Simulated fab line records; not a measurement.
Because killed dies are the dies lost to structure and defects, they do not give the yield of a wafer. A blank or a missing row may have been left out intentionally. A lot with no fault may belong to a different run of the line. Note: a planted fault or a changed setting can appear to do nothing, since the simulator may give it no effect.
Struck lot and sound lot, side by side :: flow n5_finfet :: 23 out of 1938 route steps
Sound: wafers L150.1, L150.4, L150.6. Wafers struck: L144.2, L144.3, L144.6. Last of all comes the cause.
Per side, at each step with rows, come the tool, then ch with its chambers, and then its first start. Under that, the readings that differ: sound wafers :: struck wafers :: difference of the means :: sigmas: that difference in standard deviations of wafers without a fault.
alike: same words and numbers on both sides, and readings whose means sit less than 2 such deviations apart. not compared: any withheld reading, any reading some wafer has no value for, any bound like >300 that may hide the same value, and any number with overlapping values for which the record gives no deviation.
A row with sigmas, a row that says differs or no value, or rows on one side alone: a step with any of these is where the two part. Numbers that have no deviation but don't overlap get no sigmas and don't part them. A reading that every wafer of one side lacks parts them only if that side has two wafers or more.

first, 8 steps without rows for these wafers: N5_BEOL_M3_PRE_CLEAN_60 (time 15 s); N5_BEOL_M3_CO_CAP_55 (material Co, precursor CCTBA/H2, target thk 2 nm, time 102.1 s); N5_BEOL_M3_PRE_CLEAN_56 (time 15 s); N5_BEOL_M3_DEP_57 (deposits SiCN from 3MS/NH3, target thk 8 nm, time 14 s); N5_BEOL_M4_ILD_DEP_00 (deposits SiOC from DEMS/O2, target thk 79 nm, time 15.3 s); N5_BEOL_M4_PECVD_72 (deposits SiO2 from TEOS/O2, target thk 16 nm, time 18 s); N5_BEOL_M4_HM_DEP_02 (deposits TiN, target thk 20 nm); N5_BEOL_M4_COAT_61 (time 60 s, resist thk 60 nm).
N5_BEOL_M4_COAT_62: time 60 s, resist thk 12 nm.
  sound on litho_track-05 ch 0, day 11 04:59; struck on litho_track-04 ch 0, day 9 11:27
reading: spin_speed_rpm (rpm)
sound: 1500.9 1498.0 1500.8
struck: 1375.0 1377.7 1377.5
difference: -123.2
sigmas: -99 or more

reading: model.SiARC_of_BEOL_M4_COAT_62.thk_nm (nm)
sound: 12 12 12
struck: 12.6 12.6 12.6
difference: +0.6
sigmas: 
  alike: exhaust_pa
then, 9 steps without rows for these wafers: N5_BEOL_M4_COAT_73 (time 60 s, resist thk 5 nm); N5_BEOL_M4_COAT_05 (resist thk 30 nm); N5_BEOL_M4_EBR_07; N5_BEOL_M4_SOFTBAKE_06 (time 60 s); N5_BEOL_M4_EXPOSE_08 (exposes mask M4); N5_BEOL_M4_PEB_09 (peb time 60 s); N5_BEOL_M4_DEVELOP_10 (develop time 30 s); N5_BEOL_M4_DESCUM_16 (chemistry O2, time 7 s); N5_BEOL_M4_ETCH_74 (etches underlayer in N2/H2, target depth 6.5 nm, time 5.2 s).
N5_BEOL_M4_ETCH_63: etches SiARC in CF4, target depth 15.6 nm, time 26 s.
  sound on rie_diel-03 ch 1,2,3, day 11 06:33; struck on rie_diel-03 ch 1,2,3, day 9 12:01
reading: etch_rf_on_time_s (s)
sound: 25.1 25.0 25.3
struck: 26.2 26.6 26.6
difference: +1.3
sigmas: +2

reading: model.etch.depth_nm (nm)
sound: 11.95 12.04 11.97
struck: 12.54 12.55 12.54
difference: +0.56
sigmas: 

reading: model.CAR-EUV_of_BEOL_M4_COAT_05.thk_nm (nm)
sound: 11.2 11.2 11.2
struck: 10.8 10.6 10.8
difference: -0.5
sigmas: 
  alike: drypump_motor_current_A, oes_product_au, rf_vpp_V, showerhead_plenum_p_Torr, throttle_valve_pct
  not compared: rf_hours_counter_h
N5_BEOL_M4_ETCH_64: etches SOC in N2/H2, target depth 75 nm, overetch 22.5 nm, time 121.9 s.
  sound on rie_diel-03 ch 1,2,3, day 11 06:35; struck on rie_diel-03 ch 1,2,3, day 9 12:02
reading: model.SiARC_of_BEOL_M4_COAT_62.thk_nm (nm)
sound: 6.2 6.2 6.2
struck: 6.8 6.8 6.8
difference: +0.6
sigmas: 
  alike: drypump_motor_current_A, oes_product_au, rf_vpp_V, showerhead_plenum_p_Torr, throttle_valve_pct
  not compared: rf_hours_counter_h
then, 1 step without rows for these wafers: N5_BEOL_M4_STRIP_65 (strips in N2/H2).
N5_BEOL_M4_RC_MEAS_101:
  sound on prober-02 ch 0, day 11 15:49; struck on prober-01 ch 0, day 10 01:38
  alike: DIBL_N, DIBL_P, IOFF_N, IOFF_P, ION_N, ION_P, SS_N, SS_P, VT_N, VT_P
-- here the record skips 5 days between the struck wafers' starts before and after, leaving off in module BEOL_M4 and picking up in module PASSIVATION (first step shown: number 1936 of the route) --
N5_PASSIVATION_PROBE_49:
  struck on prober-02, day 14 18:55; sound on prober-01, day 16 03:51
  alike: defect_limited_yield, killed_at_M0_to_M3, killed_at_M4_up, killed_at_contacts, killed_at_front_end, killed_at_other, killed_dies, killed_on_rim, killed_open, killed_short, sort_bin_5_function, sort_bin_6_memory, sort_n_pass, sort_yield_pct

== WHERE THEY PART ==
Earliest at N5_BEOL_M4_COAT_62; latest, in this record, at N5_BEOL_M4_ETCH_63. Later steps at which nothing parts them and some readings are alike: N5_BEOL_M4_ETCH_64, N5_BEOL_M4_RC_MEAS_101, N5_PASSIVATION_PROBE_49.

WHY: what had been put in by the simulator
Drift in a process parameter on litho_track-04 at N5_BEOL_M4_COAT_62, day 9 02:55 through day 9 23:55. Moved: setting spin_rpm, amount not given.
